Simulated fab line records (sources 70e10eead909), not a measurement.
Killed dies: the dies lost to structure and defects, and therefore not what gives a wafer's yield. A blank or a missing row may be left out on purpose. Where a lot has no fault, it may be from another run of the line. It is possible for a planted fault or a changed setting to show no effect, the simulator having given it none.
Chamber matching ; flow nand_harc ; NHARC_A_CHANNEL_FILL_D1_ALD_16 on ald_hk-02: 4 sister chambers
The step deposits SiO2, target thk 1.5 nm, pulse time 10 s, ald cycles 15. 18 wafers are shown with their chamber, then 9 later ones without.

## EACH WAFER AND ITS CHAMBER
wafer;chamber;heater_power_w (W);precursor_pulse_height_rel
L074.2;0;495;0.966
L074.3;2;530;0.999
L074.4;3;429;1.009
L076.1;2;524;0.997
L076.5;2;532;1.031
L076.6;1;489;1.008
L077.1;0;492;1.005
L077.5;1;491;0.982
L077.6;0;478;0.996
L081.1;2;525;1.001
L081.2;3;433;0.985
L081.6;0;485;1.000
L088.2;3;441;1.000
L088.3;2;542;1.015
L088.6;0;496;1.019
L090.4;2;556;0.983
L090.5;2;527;1.004
L090.6;1;471;1.007

SIGNATURES (averages over the wafers above)
reading;chamber 0;chamber 1;chamber 2;chamber 3;scatter within a chamber
heater_power_w;489.20;483.67;533.71;434.33;9.8
precursor_pulse_height_rel;0.99720;0.99900;1.00429;0.99800;0.0161
Rule: for a wafer and a chamber, the distance is found by dividing, reading by reading, the gap between the wafer's reading and the chamber's mean by the reading's scatter, squaring, summing and taking the root. If the next closest chamber is less than 2 further off than the closest, the wafer can't be placed; otherwise it belongs to the closest. The scatter: take each reading less its chamber's mean, square it, sum over the shown wafers, divide by the number of wafers less the number of chambers, and take the root.

## WAFERS WITH NO CHAMBER GIVEN
wafer;heater_power_w (W);precursor_pulse_height_rel
L092.4;474;0.998
L092.5;486;1.005
L092.6;528;0.986
L095.1;482;1.004
L095.2;481;0.988
L095.4;531;1.016
L096.3;544;0.986
L096.4;425;0.976
L096.6;477;1.017

## WHICH CHAMBER EACH WENT THROUGH
wafer;from the rows above;in truth
L092.4;can't be placed: 1 or 0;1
L092.5;can't be placed: 1 or 0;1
L092.6;2;2
L095.1;can't be placed: 1 or 0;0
L095.2;can't be placed: 1 or 0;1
L095.4;2;2
L096.3;2;2
L096.4;3;3
L096.6;can't be placed: 1 or 0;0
Correctly placed: 4 of 9. Unplaceable from these rows: 5, with the true chamber sitting among the candidates in 5. Number placed wrongly: 0.
